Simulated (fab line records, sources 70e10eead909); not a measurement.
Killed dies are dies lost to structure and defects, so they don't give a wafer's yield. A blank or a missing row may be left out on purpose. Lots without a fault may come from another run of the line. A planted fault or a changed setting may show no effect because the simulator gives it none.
Which tool did it? | flow nand_harc | 6 lots, 18 wafers sampled, at 1 step of a route of 1302

WHAT THE GAUGES READ, wafer by wafer
NHARC_A_M1_CD_MEAS_16.
lot  | measured     | on        | cd_nm (nm)
L932 | day 24 00:49 | cd_sem-02 | 118.8 119.7 119.8
L935 | day 24 16:47 | cd_sem-03 | 118.7 118.5 120.0
L938 | day 25 23:12 | cd_sem-01 | 120.7 120.9 119.6
L946 | day 29 05:59 | cd_sem-02 | 120.1 120.4 120.5
L948 | day 30 10:02 | cd_sem-03 | 118.8 118.7 118.9
L953 | day 32 09:00 | cd_sem-02 | 118.9 119.8 119.9

WHICH TOOL RAN EACH LOT (tool, then ch and the chambers of the sampled wafers, then the start)
The record holds no process step before these readings.

THE ANSWER, worked out from the rows above alone
Rule: what is usual is taken from the lots themselves. Put in order of their means at a reading, lots are off if they are a third of the lots or fewer, leave a main group of 4 or more, and stand apart from it by a gap of 3 or more times the standard deviation of the main group's means; of several such gaps the widest counts. A main group whose means are all the same, to the digits that the tables above print for the reading, isn't used. A lot without any number at a reading at which 4 lots or more have one is off too. The other lots that the step has rows for count as sound.
No lot is off at any reading shown: from this, nothing can be told.

WHAT THE SIMULATOR HAD PUT IN
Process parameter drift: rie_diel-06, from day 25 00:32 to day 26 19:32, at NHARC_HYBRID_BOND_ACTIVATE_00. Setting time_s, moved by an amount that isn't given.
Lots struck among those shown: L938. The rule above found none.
